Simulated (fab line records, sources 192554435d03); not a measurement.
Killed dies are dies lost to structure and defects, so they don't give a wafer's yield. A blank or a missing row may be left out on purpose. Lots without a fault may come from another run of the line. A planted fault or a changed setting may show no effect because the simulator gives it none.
A struck lot beside a sound one | flow n5_finfet | 24 steps out of a route of 1938
Sound: wafers L139.2, L139.3, L139.5. Struck: wafers L147.1, L147.4, L147.6. The cause comes at the end.
At each step with rows: each side's tool, then ch and its chambers, then its first start. Under that, the readings that differ: sound wafers | struck wafers | difference of the means | sigmas: that difference in standard deviations of wafers without a fault.
alike: readings whose means differ by less than 2 such deviations, and words and numbers that are the same on both sides. not compared: withheld readings, readings that some wafer has no value for, bounds like >300 that may hide the same value, and numbers for which the record gives no deviation and whose values overlap.
The two part at a step that has a row with sigmas, a row that says differs or no value, or rows on one side only. Numbers that don't overlap but have no deviation are shown without sigmas and don't part them. A reading that every wafer of one side lacks parts them only if that side has two wafers or more.

first, 11 steps without rows for these wafers: N5_BEOL_M14_VIA_ETCH_16 (etches SiO2 in C4F8/O2/Ar, target depth 1231.3 nm); N5_BEOL_M14_STRIP_63 (strips in O2); N5_BEOL_M14_STRIP_64 (strips in O2); N5_BEOL_M14_STRIP_71 (strips in post etch residue remover, time 60 s); N5_BEOL_M14_SRD_72 (time 30 s, dry time 30 s); N5_BEOL_M14_COAT_65 (time 60 s, resist thk 450 nm); N5_BEOL_M14_COAT_66 (time 60 s, resist thk 110 nm); N5_BEOL_M14_COAT_22 (resist thk 300 nm); N5_BEOL_M14_EBR_24; N5_BEOL_M14_SOFTBAKE_23 (time 60 s); N5_BEOL_M14_EXPOSE_25 (exposes mask M14, target cd 280 nm).
N5_BEOL_M14_PEB_26: peb time 90 s.
  sound on litho_track-01 ch 0, day 14 09:46; struck on litho_track-01 ch 0, day 16 23:16
  reading                  | sound                | struck               | difference | sigmas
  heater_power_total_W (W) | 173.2 172.9 171.5    | 169.6 168.2 170.6    | -3.1       | -4
  plate_temp_C (C)         | 129.83 129.77 129.73 | 128.22 128.32 128.28 | -1.50      | -9
  alike: chill_plate_temp_C
then, 2 steps without rows for these wafers: N5_BEOL_M14_DEVELOP_27 (develop time 45 s); N5_BEOL_M14_HARDBAKE_32 (time 120 s).
N5_BEOL_M14_CD_MEAS_28: target cd 284.4 nm.
  sound on cd_sem-02 ch 0, day 14 09:53; struck on cd_sem-03 ch 0, day 16 23:23
  reading    | sound             | struck            | difference | sigmas
  cd_nm (nm) | 286.0 286.0 286.3 | 278.3 277.7 279.2 | -7.7       | -4
N5_BEOL_M14_DESCUM_33: chemistry O2, time 7.9 s.
  sound on rie_diel-04 ch 0,1,3, day 14 09:58; struck on rie_diel-03 ch 1,3, day 16 23:29
  reading                   | sound             | struck            | difference | sigmas
  model.BEOL_M14.cd_nm (nm) | 285.8 285.6 286.4 | 278.6 277.6 279.4 | -7.4       |
  alike: drypump_motor_current_A, oes_product_au, rf_vpp_V, showerhead_plenum_p_Torr, throttle_valve_pct
  not compared: rf_hours_counter_h
then, 6 steps without rows for these wafers: N5_BEOL_M14_ETCH_67 (etches SiARC in CF4, target depth 143 nm, time 238.3 s); N5_BEOL_M14_ETCH_68 (etches SOC in N2/H2, time 450 s); N5_BEOL_M14_STRIP_69 (strips in N2/H2); N5_BEOL_M14_TRENCH_ETCH_34 (etches SiO2 in C4F8/O2/Ar, target depth 556.65 nm, time 126.9 s); N5_BEOL_M14_STRIP_70 (strips in C4F8/O2/Ar); N5_BEOL_M14_STRIP_37 (strips in O2).
N5_BEOL_M14_ETCH_38: etches SiCN in CF4/N2, target depth 106.5 nm, time 120.6 s.
  sound on rie_diel-06 ch 1,3; struck on rie_diel-04 ch 0,2
  reading                         | sound             | struck            | difference | sigmas
  rf_vpp_V (V)                    | 385.3 385.5 385.0 | 381.1 381.4 379.8 | -4.5       | -2
  showerhead_plenum_p_Torr (Torr) | 2.33 2.33 2.33    | 2.16 2.16 2.11    | -0.19      | -2
  model.BEOL_M14.cd_nm (nm)       | 279.8 278 286.2   | 271.6 270.8 275.8 | -8.6       |
  alike: drypump_motor_current_A, oes_product_au, throttle_valve_pct
  not compared: rf_hours_counter_h
then, 1 step without rows for these wafers: N5_BEOL_M14_PRECLEAN_39 (cleans in residue remover, time 60 s).

WHERE THEY PART
First at N5_BEOL_M14_PEB_26; last, within this record, at N5_BEOL_M14_ETCH_38.

WHY: what the simulator had put in
Process parameter drift: litho_track-01, from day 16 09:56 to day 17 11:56, at N5_BEOL_M14_PEB_26. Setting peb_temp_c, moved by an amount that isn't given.
